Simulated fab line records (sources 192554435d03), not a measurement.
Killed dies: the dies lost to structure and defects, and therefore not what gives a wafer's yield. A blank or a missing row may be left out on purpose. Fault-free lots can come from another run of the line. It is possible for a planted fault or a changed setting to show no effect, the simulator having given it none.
Problem report, 8D (eight disciplines) form, completed by code + flow n5-finfet + the parts of the form that need people (team, actions taken, sign-off) are left out

## 1. WHAT IS WRONG
Mean of raw-defect-count at N5_FIN_SAQP_INSPECT_40: 791 across 6 wafers in 2 lots; on wafers with no fault it is 219 (standard deviation 60). That is +9.5 standard deviations from the usual mean.
The step: inspects for defects (brightfield).
Earliest sighting: wafer L341.3 on defect-inspect-02 at day 5 06:08. Wafers with a number at this step in the record: 24, from 8 lots. Rule for "out", or "out of limits": more than 4 standard deviations from the usual mean. The rest of the wafers with a number are treated as sound.

## 2. WHAT IT IS; WHAT IT IS NOT
| question                    | is                     | is not                                                                    |
|-----------------------------|------------------------|---------------------------------------------------------------------------|
| which readings at this step | raw-defect-count       | -                                                                         |
| which lots                  | L341, L347             | L331, L332, L336, L340, L342, L350                                        |
| which wafers of those lots  | all that have a number | -                                                                         |
| read on which gauges        | defect-inspect-02      | defect-inspect-01                                                         |
| when                        | from day 5 06:08       | up to then (12 sound wafers); but 6 sound wafers of L342, L350 came after |

## 3. WHAT RULES OUT EACH SUSPECT
Counting: a tool at a process step up to the reading stays a suspect if it ran every lot that is out and no sound lot after the first of them.
- the gauge at N5_FIN_SAQP_INSPECT_40 has been ruled out. All the wafers that are out were read on defect-inspect-02, but those of them that N5_FIN_CUT_INSPECT_10 has rows for are out there too, on other tools.
- rie-diel-02 at N5_FIN_SAQP_ETCH_67 (etches SiNx in CH3F/O2, target depth 30 nm): kept. It processed each lot that is out, first L341 at day 5 03:58, and no sound lot thereafter; up to then, the last sound lot it processed was L340 at day 4 19:41.
- ald-sin-01 at N5_FIN_SAQP_SPACER2_ALD_28 (deposits SiO2, target thk 8.1 nm, pulse time 1 s, purge time 2 s): ruled out as a lasting fault. After its first lot that is out, L341 (day 5 04:56), sound lots L350 ran on it.
The count leaves rie-diel-02 at N5_FIN_SAQP_ETCH_67.

## 4. THE CAUSE (what the simulator had put in)
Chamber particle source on rie-diel-02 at N5_FIN_SAQP_ETCH_67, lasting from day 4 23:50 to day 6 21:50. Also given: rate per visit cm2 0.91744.
The count eliminated every tool but this one.

## 5. THE EFFECT CHAIN, in route order
Each row: a reading whose mean over the struck wafers that have a number lies more than 3 standard deviations from the usual. Scope: only readings with a usual standard deviation given in the record; hours: median across lots of the time from each lot's start at the first step in this table that gives one to its start at this step; sigmas: change in usual standard deviations.
| hours | step                    | reading              | usual  | on struck wafers | change | sigmas |
|-------|-------------------------|----------------------|--------|------------------|--------|--------|
| 0     | N5_FIN_SAQP_INSPECT_40  | raw-defect-count     | 219    | 791              | +572   | +9.5   |
| 0     | N5_FIN_CUT_INSPECT_10   | raw-defect-count     | 41     | 626              | +585   | +53    |
| 1     | N5_FIN_CUT_INSPECT_17   | raw-defect-count     | 228    | 800              | +572   | +8.9   |
| 350   | N5_PASSIVATION_PROBE_49 | defect-limited-yield | 91.4 % | 85.4             | -6.0   | -5.0   |
| 350   | N5_PASSIVATION_PROBE_49 | killed-at-front-end  | 38     | 117              | +79    | +8.5   |
| 350   | N5_PASSIVATION_PROBE_49 | killed-dies          | 102    | 172              | +70    | +4.7   |
| 350   | N5_PASSIVATION_PROBE_49 | killed-on-rim        | 13     | 28               | +15    | +4.1   |
| 350   | N5_PASSIVATION_PROBE_49 | sort_bin_5_function  | 5.0 %  | 8.8              | +3.8   | +4.4   |
| 350   | N5_PASSIVATION_PROBE_49 | sort-n-pass          | 1078   | 1008             | -70    | -4.7   |
| 350   | N5_PASSIVATION_PROBE_49 | sort-yield-pct       | 91.4 % | 85.4             | -6.0   | -5.0   |
Process steps it contains:
- N5_PASSIVATION_PROBE_49
Later steps that measure or inspect, where all struck wafers having a row at the step show a number for every such reading and not one has moved that far: N5_BEOL_M4_RC_MEAS_101.

## 6. HOW IT WOULD HAVE BEEN CAUGHT EARLIER
6 hours passed between the start of the fault at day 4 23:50 and the first reading out of limits at a measuring or inspecting step in this record, taken at day 5 06:08.
Of the tool readings at N5_FIN_SAQP_ETCH_67 for which the record gives a usual standard deviation, none was out on any struck wafer, so an alarm limit of 4 standard deviations on them would not have fired.
Among the 2 lots that are out, L347 began N5_FIN_SAQP_ETCH_67 on rie-diel-02 after day 5 06:08. Had the tool been put on hold then, it would have been spared.
